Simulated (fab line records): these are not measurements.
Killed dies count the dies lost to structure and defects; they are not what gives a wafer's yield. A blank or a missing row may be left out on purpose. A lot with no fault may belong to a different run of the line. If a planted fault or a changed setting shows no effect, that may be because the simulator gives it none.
fab line records | flow n5-finfet
record lots=12 wafers=36 last-day=20
route steps=1938 shown BEOL_M12@1603 PASSIVATION@1936
lots that met no fault: from a run of the same line without faults
start-h: hours from the record's first day to the start of the lot's first wafer shown | wait-h: hours since the lot's step before | " repeats the value in the row above | L1.1+2: one row covering several wafers at once | - no value, or no start was given | * or withheld: withheld | < > ~ a bound
route shown NAME@n: names a module that has steps shown in the file, with the first one's number in the route | usual: average and standard deviation across the fault-free wafers | same: alike in all rows | chamber/n: place in a boat | sites: each site's reading | _std_site: their standard deviation | _edge_site: outer sites' mean less inner sites' | radius-mm: how far each site lies from the wafer's centre | mask NAME#n: copy n | behind: tool/chamber where the wafer was last shaped | hold: cause of the lot's hold/its duration in hours/its outcome | device: which transistor (n, p or np) failed to switch | end of line: the same wafers' tests at the end of the route | a step with no rows: only its recipe | killed: dies that structure and defects cost at the first sort, which is not the same as the wafer's yield | map: the dies of a wafer, with x for killed, . for not killed, _ for no die there
set.NAME: the setting the step ran with; set.NAME@STEP: the setting that earlier step ran with | model.NAME: the simulator's own value behind a step, which no gauge read
route steps across a sampled set of lots; one table per step, one row per wafer
services: from which hour (start-h, from the record's first day; less than 0 if before it) a tool's chamber was out of use, for how many hours, and why
## steps
# step N5_BEOL_M12_THK_MEAS_01
# recipe reads=SiOC_of_BEOL_M12_ILD_DEP_00
# usual M12_ILD_THK=661/7.4
# columns lot.wafer tool chamber start-h wait-h M12_ILD_THK[nm]
L924.1 film-metro-01 - 279.72 0.1 655
L924.2 " - " " 656
L924.5 " - " " 666
L928.1 film-metro-02 - 309.88 0.1 654
L928.5 " - " " 674
L928.6 " - " " 670
L930.1 film-metro-02 - 310.45 0.1 653
L930.5 " - " " 673
L930.6 " - " " 677
L931.4 film-metro-02 - 314.70 0.0 670
L931.5 " - " " 667
L931.6 " - " " 675
L933.4 film-metro-01 - 320.76 0.0 665
L933.5 " - " " 661
L933.6 " - " " 661
L932.2 film-metro-01 - 336.30 0.1 644
L932.4 " - " " 668
L932.5 " - " " 675
L936.2 film-metro-02 - 337.67 0.1 647
L936.4 " - " " 660
L936.6 " - " " 666
L934.1 film-metro-01 - 342.99 0.1 653
L934.2 " - " " 663
L934.4 " - " " 668
L946.2 film-metro-02 - 382.09 0.1 656
L946.4 " - " " 664
L946.6 " - " " 666
L945.3 film-metro-02 - 404.61 0.1 669
L945.4 " - " " 664
L945.6 " - " " 665
L940.2 film-metro-02 - 407.71 0.1 664
L940.4 " - " " 662
L940.6 " - " " 662
L947.1 film-metro-02 - 433.81 0.1 661
L947.2 " - " " 653
L947.6 " - " " 665
# step N5_BEOL_M12_PEB_08
# recipe peb-temp-c=130 peb-time-s=90
# usual plate-temp-C=130.01/0.13
# columns lot.wafer tool chamber start-h wait-h plate-temp-C
L924.1 litho-track-01 0 279.91 0.1 129.94
L924.2 " 0 " " 129.91
L924.5 " 0 " " 130.20
L928.1 litho-track-01 0 310.07 0.1 129.94
L928.5 " 0 " " 129.86
L928.6 " 0 " " 130.00
L930.1 litho-track-03 0 310.76 0.1 130.07
L930.5 " 0 " " 129.99
L930.6 " 0 " " 130.10
L931.4 litho-track-01 0 315.02 0.0 129.79
L931.5 " 0 " " 129.79
L931.6 " 0 " " 129.80
L933.4 litho-track-01 0 320.95 0.0 129.99
L933.5 " 0 " " 130.02
L933.6 " 0 " " 129.89
L932.2 litho-track-05 0 336.48 0.0 130.13
L932.4 " 0 " " 129.75
L932.5 " 0 " " 129.78
L936.2 litho-track-03 0 337.99 0.0 129.94
L936.4 " 0 " " 130.03
L936.6 " 0 " " 129.96
L934.1 litho-track-01 0 343.18 0.1 129.94
L934.2 " 0 " " 130.16
L934.4 " 0 " " 130.03
L946.2 litho-track-03 0 382.40 0.0 129.85
L946.4 " 0 " " 129.96
L946.6 " 0 " " 129.90
L945.3 litho-track-03 0 404.80 0.0 130.96
L945.4 " 0 " " 130.89
L945.6 " 0 " " 130.83
L940.2 litho-track-03 0 407.90 0.0 130.97
L940.4 " 0 " " 130.94
L940.6 " 0 " " 131.01
L947.1 litho-track-05 0 434.00 0.1 130.15
L947.2 " 0 " " 130.08
L947.6 " 0 " " 130.00
# step N5_BEOL_M12_OVL_MEAS_11
# recipe points-per-wafer=44
# usual V11_OVL=4/5.1
# columns lot.wafer tool chamber start-h wait-h V11_OVL[nm]
L924.1 overlay-02 0 280.06 0.0 -2
L924.2 " 0 " " 3
L924.5 " 0 " " -6
L928.1 overlay-02 0 310.21 0.0 -1
L928.5 " 0 " " 6
L928.6 " 0 " " 5
L930.1 overlay-02 0 310.91 0.0 5
L930.5 " 0 " " 4
L930.6 " 0 " " 1
L931.4 overlay-02 0 315.16 0.0 2
L931.5 " 0 " " -5
L931.6 " 0 " " -6
L933.4 overlay-01 0 321.09 0.0 5
L933.5 " 0 " " 5
L933.6 " 0 " " 1
L932.2 overlay-02 0 336.63 0.0 11
L932.4 " 0 " " 5
L932.5 " 0 " " 2
L936.2 overlay-01 0 338.13 0.0 9
L936.4 " 0 " " 9
L936.6 " 0 " " 4
L934.1 overlay-01 0 343.32 0.0 4
L934.2 " 0 " " 9
L934.4 " 0 " " 6
L946.2 overlay-02 0 382.55 0.0 12
L946.4 " 0 " " 12
L946.6 " 0 " " 3
L945.3 overlay-02 0 404.94 0.0 3
L945.4 " 0 " " 8
L945.6 " 0 " " 2
L940.2 overlay-02 0 408.04 0.0 10
L940.4 " 0 " " 5
L940.6 " 0 " " 3
L947.1 overlay-01 0 434.14 0.0 7
L947.2 " 0 " " -4
L947.6 " 0 " " 5
# step N5_BEOL_M12_STRIP_64
# recipe chemistry=N2/H2 power-w=1000 temp-c=250 h2-frac=0.65 overash-fraction=0.3 pressure-mtorr=withheld n2-flow-sccm=1750 h2-flow-sccm=3250
# usual drypump-motor-current-A=5.9/0.37 heater-power-w=318/47 oes-product-au=0.715/0.0046 strip-time-to-endpoint-s=31.34/0.089 temp-c=250.01/0.2
# columns lot.wafer tool chamber start-h wait-h drypump-motor-current-A heater-power-w oes-product-au rf-hours-counter-h strip-time-to-endpoint-s temp-c
L924.1 plasma-asher-01 0 280.69 0.0 5.7 267 0.712 114 31.44 250.10
L924.2 " 1 " " 5.5 349 0.717 114 31.43 249.53
L924.5 " 0 " " 5.8 260 0.714 - 31.41 250.06
L928.1 plasma-asher-02 1 310.62 0.0 6.4 287 0.710 89 31.41 249.72
L928.5 " 1 " " 6.4 287 0.715 - 31.43 250.27
L928.6 " 0 " " 6.2 382 0.711 - 31.42 249.73
L930.1 plasma-asher-01 1 311.31 0.0 5.5 355 0.717 120 31.35 250.26
L930.5 " 0 " " 5.7 261 0.711 - 31.32 249.97
L930.6 " 1 " " 5.5 344 0.709 - 31.41 249.91
L931.4 plasma-asher-02 0 315.75 0.0 6.1 380 0.721 - 31.40 250.04
L931.5 " 0 " " 6.1 383 0.719 - 31.43 249.80
L931.6 " 1 " " 6.5 287 0.710 - 31.51 250.15
L933.4 plasma-asher-02 0 321.52 0.0 6.1 385 0.713 - 31.29 249.93
L933.5 " 0 " " 6.1 380 0.719 - 31.25 249.76
L933.6 " 1 " " 6.5 292 0.718 - 31.32 249.99
L932.2 plasma-asher-01 1 337.03 0.0 5.5 344 0.716 125 31.30 250.12
L932.4 " 1 " " 5.5 358 0.720 - 31.32 250.02
L932.5 " 0 " " 5.7 261 0.720 - 31.26 249.88
L936.2 plasma-asher-01 1 338.69 0.0 5.5 343 0.723 126 31.33 250.06
L936.4 " 0 " " 5.8 266 0.718 - 31.34 249.98
L936.6 " 0 " " 5.8 265 0.721 - 31.34 249.90
L934.1 plasma-asher-01 0 343.87 0.0 5.7 257 0.713 127 31.21 250.16
L934.2 " 1 " " 5.5 347 0.715 127 31.23 250.02
L934.4 " 1 " " 5.5 345 0.722 - 31.31 250.18
L946.2 plasma-asher-01 1 382.95 0.0 5.5 353 0.718 135 31.51 250.08
L946.4 " 0 " " 5.8 267 0.716 - 31.47 250.09
L946.6 " 1 " " 5.5 354 0.706 - 31.32 249.89
L945.3 plasma-asher-02 1 405.36 0.0 6.5 287 0.723 - 31.35 250.29
L945.4 " 0 " " 6.1 379 0.718 - 31.32 250.11
L945.6 " 1 " " 6.4 293 0.712 - 31.37 250.18
L940.2 plasma-asher-02 1 408.45 0.0 6.5 284 0.716 110 31.19 249.95
L940.4 " 0 " " 6.1 383 0.717 - 31.16 249.91
L940.6 " 1 " " 6.5 292 0.716 - 31.25 250.26
L947.1 plasma-asher-02 0 434.55 0.0 6.1 381 0.722 115 31.14 250.30
L947.2 " 1 " " 6.5 291 0.716 115 31.33 249.99
L947.6 " 0 " " 6.1 384 0.715 - 31.14 250.18
# step N5_PASSIVATION_PROBE_49
# usual defect-limited-yield=91.1/1.4 killed_at_M0_to_M3=34/10 killed_at_M4_up=14/5.5 killed-at-contacts=12/5.1 killed-at-front-end=41/12 killed-at-other=4/3.1 killed-dies=105/17 killed-open=70/13 killed-short=33/7.6 sort_bin_5_function=5.3/0.98 sort_bin_6_memory=3.3/0.67 sort_bin_8_speed=0.00/0.007 sort-n-pass=1075/17 sort-yield-pct=91.1/1.4
# same gross-dies=1180 killed-at-back-side=0 sort_bin_4_leakage[%]=0
# columns lot.wafer tool chamber start-h wait-h defect-limited-yield[%] killed_at_M0_to_M3 killed_at_M4_up killed-at-contacts killed-at-front-end killed-at-other killed-dies killed-open killed-short sort_bin_5_function[%] sort_bin_6_memory[%] sort_bin_8_speed[%] sort-n-pass sort-yield-pct[%]
L924.1 prober-01 - 325.31 0.0 88.7 46 16 12 57 2 133 82 49 6.5 4.4 0 1047 88.7
L924.2 prober-01 - 325.36 0.1 89.8 48 6 16 50 0 120 78 39 6.3 3.6 0 1060 89.8
L924.5 prober-01 - 325.51 0.2 89.9 55 8 10 42 4 119 69 50 5.5 4.0 0 1061 89.9
L940.2 prober-02 - 452.18 0.1 91.8 26 9 27 32 3 97 71 25 5.2 2.8 0 1083 91.8
L940.4 prober-02 - 452.28 0.2 92.3 31 11 9 25 15 91 59 31 4.1 3.4 0 1089 92.3
L940.6 prober-02 - 452.38 0.3 92.3 16 19 12 35 9 91 63 26 4.5 3.0 0 1089 92.3
# killed by level:class
L924.1 BEOL_M0_SAQP:geometric-particle:short=15 STI_FIN_REVEAL:geometric-particle:open=14 FIN_SAQP:geometric-particle:open=13 MOL_CONTACT_COAG:geometric-particle:open=10 FIN_SAQP:geometric-particle:short=8 BEOL_M2:geometric-particle:open=8 STI_FIN_REVEAL:geometric-particle:short=8 BEOL_M4:geometric-particle:open=8
L924.2 STI_FIN_REVEAL:geometric-particle:open=14 BEOL_M1:geometric-particle:open=14 MOL_CONTACT_COAG:geometric-particle:open=11 BEOL_M0:geometric-particle:open=10 BEOL_M0_SAQP:geometric-particle:short=9 GATE_CUT:geometric-particle:short=7 FIN_SAQP:geometric-particle:open=6 BEOL_M0_SAQP:geometric-particle:open=5
L924.5 BEOL_M0_SAQP:geometric-particle:short=16 FIN_SAQP:geometric-particle:short=14 BEOL_M3:geometric-particle:open=10 BEOL_M1:geometric-particle:open=9 STI_FIN_REVEAL:geometric-particle:open=8 MOL_CONTACT_COAG:geometric-particle:open=8 BEOL_M0_SAQP:geometric-particle:open=7 FIN_SAQP:geometric-particle:open=5
L940.2 MOL_CONTACT_COAG:geometric-particle:open=25 BEOL_M2:geometric-particle:open=10 FIN_SAQP:geometric-particle:open=7 BEOL_M3:geometric-particle:open=7 FIN_SAQP:geometric-particle:short=5 STARTING-WAFER:geometric-particle:open=5 GATE_CUT:geometric-particle:short=4 BEOL_M0_SAQP:geometric-particle:short=4
L940.4 BEOL_M2:geometric-particle:open=15 FIN_SAQP:geometric-particle:open=8 MOL_CONTACT_COAG:geometric-particle:open=8 BEOL_M4:geometric-particle:open=8 FIN_SAQP:geometric-particle:short=7 BEOL_M2:geometric-particle:short=6 BEOL_M0_SAQP:geometric-particle:short=4 BEOL_M3:geometric-particle:open=3
L940.6 MOL_CONTACT_COAG:geometric-particle:open=9 FIN_SAQP:geometric-particle:open=8 STI_FIN_REVEAL:geometric-particle:open=7 GATE_CUT:geometric-particle:short=5 BEOL_M0_SAQP:geometric-particle:open=5 BEOL_M3:geometric-particle:open=5 BEOL_M4:geometric-particle:open=4 FIN_SAQP:geometric-particle:short=3
## services
# columns tool chamber start-h hours kind
plasma-asher-02 - 292.11 0.7 repair
plasma-asher-01 - 330.57 2.8 pm
litho-track-01 - 349.97 - consumable-replace:filter
## key
first-sign step=N5_BEOL_M12_PEB_08 reading=plate-temp-C direction=up sigmas=7.3 usual=* struck=*
effect none on later readings
met-at N5_BEOL_M12_PEB_08
struck-lots L940,L945
loop-trim step=N5_BEOL_M12_EXPOSE_07 setting=dose lots=L940
not-acting-at N5_BEOL_M12_THK_MEAS_01,N5_BEOL_M12_OVL_MEAS_11,N5_BEOL_M12_STRIP_64
onset-between 382.40 404.80
fault kind=process-parameter-drift tool=litho-track-03 chamber=- onset-h=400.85 steps=N5_BEOL_M12_PEB_08 channel=peb-temp-c offset=* shape=step end-h=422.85 acts-in=* stated=*
# loop-trim: a control loop set the setting to another value than it would have without faults
